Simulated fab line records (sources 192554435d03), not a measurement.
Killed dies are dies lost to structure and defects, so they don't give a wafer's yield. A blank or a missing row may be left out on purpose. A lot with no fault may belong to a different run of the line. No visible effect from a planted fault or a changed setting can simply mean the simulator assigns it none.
Lot-split experiment :: flow n5Finfet :: 21 wafers read from 7 lots, route of 1938 steps

SPLIT DETAILS
At N5_FIN_SAQP_PECVD_06 (deposits a-Si from SiH4/He, target thk 60 nm, time 48.1 s), the setting timeS was moved away from the recipe's 48.1 s on 5 of the 21 wafers read, by -9.2% to +9.1%. This setting was run at the recipe's value on the other wafers.

FROM THE SPLIT TO THE READING: what the file shows between them, 10 steps
- N5_FIN_SAQP_THK_MEAS_07
- N5_FIN_SAQP_COAT_49: time 60 s, resist thk 100 nm (also split here: spinRpm)
- N5_FIN_SAQP_COAT_50: time 60 s, resist thk 35 nm
- N5_FIN_SAQP_COAT_10: resist thk 90 nm
- N5_FIN_SAQP_DESCUM_21: chemistry O2, time 7.9 s
- N5_FIN_SAQP_ETCH_51: etches SiARC in CF4, target depth 45.5 nm, time 75.8 s
- N5_FIN_SAQP_ETCH_52: etches SOC in N2/H2, target depth 100 nm, overetch 20 nm, time 150 s
- N5_FIN_SAQP_STRIP_53: strips in N2/H2
- N5_FIN_SAQP_HM_OPEN_73: chemistry CHF3/O2, target SiO2, stops on a-Si, target depth 12 nm, time 16.8 s
- N5_FIN_SAQP_STRIP_74: strips in CHF3/O2

THE READING
etch.depthNm (the simulator's own value, which no gauge read), in nm, at N5_FIN_SAQP_MANDREL_ETCH_22 (etches a-Si in HBr/Cl2, stops on SiNx, target depth 60 nm, bt time 10 s, time 30 s). There is no usual value for it anywhere in the file. The 16 wafers here that ran the recipe average 60.58 nm, standard deviation 0.7 nm.

wafer: L076.2
tool, chamber at the split: pecvd-04, 0
timeS as run, s: 48.1
against the recipe: recipe
etch.depthNm, nm: 59.62
against lot-mates on the recipe: -

wafer: L076.3
tool, chamber at the split: pecvd-04, 1
timeS as run, s: 48.1
against the recipe: recipe
etch.depthNm, nm: 60.6
against lot-mates on the recipe: -

wafer: L076.6
tool, chamber at the split: pecvd-04, 0
timeS as run, s: 48.1
against the recipe: recipe
etch.depthNm, nm: 60.6
against lot-mates on the recipe: -

wafer: L077.1
tool, chamber at the split: pecvd-03, 2
timeS as run, s: 48.1
against the recipe: recipe
etch.depthNm, nm: 60.56
against lot-mates on the recipe: -

wafer: L077.3
tool, chamber at the split: pecvd-03, 0
timeS as run, s: 52.5
against the recipe: +9.1%
etch.depthNm, nm: 65.65
against lot-mates on the recipe: +5.20

wafer: L077.5
tool, chamber at the split: pecvd-03, 0
timeS as run, s: 48.1
against the recipe: recipe
etch.depthNm, nm: 60.34
against lot-mates on the recipe: -

wafer: L089.1
tool, chamber at the split: pecvd-04, 0
timeS as run, s: 48.1
against the recipe: recipe
etch.depthNm, nm: 59.65
against lot-mates on the recipe: -

wafer: L089.4
tool, chamber at the split: pecvd-04, 1
timeS as run, s: 48.1
against the recipe: recipe
etch.depthNm, nm: 60.13
against lot-mates on the recipe: -

wafer: L089.5
tool, chamber at the split: pecvd-04, 2
timeS as run, s: 48.1
against the recipe: recipe
etch.depthNm, nm: 60.19
against lot-mates on the recipe: -

wafer: L090.2
tool, chamber at the split: pecvd-02, 2
timeS as run, s: 46.19
against the recipe: -4.0%
etch.depthNm, nm: 56.87
against lot-mates on the recipe: -2.57

wafer: L090.3
tool, chamber at the split: pecvd-02, 0
timeS as run, s: 46.19
against the recipe: -4.0%
etch.depthNm, nm: 56.58
against lot-mates on the recipe: -2.86

wafer: L090.6
tool, chamber at the split: pecvd-02, 2
timeS as run, s: 48.1
against the recipe: recipe
etch.depthNm, nm: 59.44
against lot-mates on the recipe: -

wafer: L094.1
tool, chamber at the split: pecvd-03, 1
timeS as run, s: 48.1
against the recipe: recipe
etch.depthNm, nm: 60.72
against lot-mates on the recipe: -

wafer: L094.2
tool, chamber at the split: pecvd-03, 2
timeS as run, s: 48.1
against the recipe: recipe
etch.depthNm, nm: 60.16
against lot-mates on the recipe: -

wafer: L094.3
tool, chamber at the split: pecvd-03, 2
timeS as run, s: 48.1
against the recipe: recipe
etch.depthNm, nm: 61.61
against lot-mates on the recipe: -

wafer: L095.1
tool, chamber at the split: pecvd-03, 1
timeS as run, s: 43.66
against the recipe: -9.2%
etch.depthNm, nm: 55.01
against lot-mates on the recipe: -6.62

wafer: L095.2
tool, chamber at the split: pecvd-03, 0
timeS as run, s: 43.66
against the recipe: -9.2%
etch.depthNm, nm: 55.01
against lot-mates on the recipe: -6.62

wafer: L095.5
tool, chamber at the split: pecvd-03, 0
timeS as run, s: 48.1
against the recipe: recipe
etch.depthNm, nm: 61.63
against lot-mates on the recipe: -

wafer: L097.4
tool, chamber at the split: pecvd-03, 2
timeS as run, s: 48.1
against the recipe: recipe
etch.depthNm, nm: 61.22
against lot-mates on the recipe: -

wafer: L097.5
tool, chamber at the split: pecvd-03, 0
timeS as run, s: 48.1
against the recipe: recipe
etch.depthNm, nm: 61.11
against lot-mates on the recipe: -

wafer: L097.6
tool, chamber at the split: pecvd-03, 1
timeS as run, s: 48.1
against the recipe: recipe
etch.depthNm, nm: 61.74
against lot-mates on the recipe: -

THE FIT
A straight line over all 21 wafers: etch.depthNm changes by +0.621 nm for each +1% of timeS; r = +0.95; the points scatter about the line by 0.79 nm.
The same after taking each lot's own level away (the mean of its wafers on the recipe; 21 wafers): +0.664 nm for each +1%; r = +0.99; scatter 0.41 nm.
The reading moves by 6.1 nm for the largest change in timeS, on that fit.
Measured against the standard deviation above, the lots' own levels, which go from 59.440 to 61.630 nm, span 3.1 times it.
Hence the lot-to-lot level has little effect on the slope; both slopes agree.
Check: -6.05 nm against its lot-mates is what the line predicts for one of the wafers moved furthest among these (-9.2%) when that wafer is left out of the fit. It came out at -6.62 nm against them.

THE OTHER SPLITS THESE WAFERS WENT THROUGH
Other splits were also applied to these wafers ahead of the reading. Each is held against what the fit with the lots' levels taken away leaves over:
other split on the same wafers: N5_WELL_APT_COAT_02 spinRpm
wafers away from the commonest value: 5
r with etch.depthNm (lot level and that fit taken away): +0.45

other split on the same wafers: N5_WELL_APT_PEB_06 pebTimeS
wafers away from the commonest value: 6
r with etch.depthNm (lot level and that fit taken away): +0.30

other split on the same wafers: N5_FIN_SAQP_COAT_49 spinRpm
wafers away from the commonest value: 6
r with etch.depthNm (lot level and that fit taken away): -0.12

THE WHOLE CHAIN: every reading that the file lists as answering this split, in the file's order
step: N5_FIN_SAQP_PECVD_06
what it does: deposits a-Si from SiH4/He, target thk 60 nm, time 48.1 s
reading: a-Si_of_FIN_SAQP_PECVD_06.thkNm (the simulator's own value, which no gauge read)
change (the file's fit): +0.644 nm for each +1% of the setting
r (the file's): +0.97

step: N5_FIN_SAQP_THK_MEAS_07
what it does: 
reading: thkNm
change (the file's fit): withheld for each +1% of the setting
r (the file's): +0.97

step: N5_FIN_SAQP_HM_OPEN_73
what it does: chemistry CHF3/O2, target SiO2, stops on a-Si, target depth 12 nm, time 16.8 s
reading: a-Si_of_FIN_SAQP_PECVD_06.thkNm (the simulator's own value, which no gauge read)
change (the file's fit): +0.647 nm for each +1% of the setting
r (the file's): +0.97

step: N5_FIN_SAQP_MANDREL_ETCH_22
what it does: etches a-Si in HBr/Cl2, stops on SiNx, target depth 60 nm, bt time 10 s, time 30 s
reading: etch.depthNm (the simulator's own value, which no gauge read)
change (the file's fit): +0.647 nm for each +1% of the setting
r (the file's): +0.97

THE FILE'S OWN FIT
etch.depthNm changes by +0.647 nm for each +1% of timeS, r = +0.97.
